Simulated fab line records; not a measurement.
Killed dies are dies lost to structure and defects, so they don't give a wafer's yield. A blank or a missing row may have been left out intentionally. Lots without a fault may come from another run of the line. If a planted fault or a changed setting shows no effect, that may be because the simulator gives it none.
Matching of chambers -- flow n5-finfet -- rie-diel-04 running N5_MOL_CONTACT_COAG_STRIP_98: 4 sister chambers
The step strips in N2/H2. 4 wafers are shown with their chamber, then 11 later ones without.

## EACH WAFER AND ITS CHAMBER
wafer,chamber,drypump-motor-current-A (A)
L085.3,1,6.0
L087.1,2,5.9
L087.2,3,5.6
L088.2,0,5.4

## WAFERS MISSING THEIR CHAMBER
wafer,drypump-motor-current-A (A)
L088.5,5.5
L088.6,5.6
L092.2,5.9
L092.4,6.0
L092.5,5.9
L093.1,5.4
L093.5,5.4
L093.6,5.6
L094.1,5.5
L094.3,5.9
L094.4,5.4

## WHICH CHAMBER EACH WENT THROUGH
wafer,from the rows above,in truth
L088.5,can't be placed: 0 or 3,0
L088.6,3,3
L092.2,2,2
L092.4,1,1
L092.5,2,2
L093.1,0,0
L093.5,0,0
L093.6,3,3
L094.1,can't be placed: 0 or 3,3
L094.3,2,2
L094.4,0,0
Placed correctly: 9 of 11. These rows do not allow placing 2 (true chamber among the candidates in 2). 0 placed wrongly.
How it was worked out, from the rows above alone: a wafer's distance from a chamber is the root of the sum, over the readings, of the square of ((its reading less the chamber's mean) divided by the reading's scatter). The wafer belongs to the nearest chamber; if the next one is less than 2 further off, it can't be placed. Each chamber's mean is taken over the wafers shown for it. The scatter (one wafer shown for each chamber): square how far every hidden wafer sits from the nearest shown wafer, average those squares and take the square root.
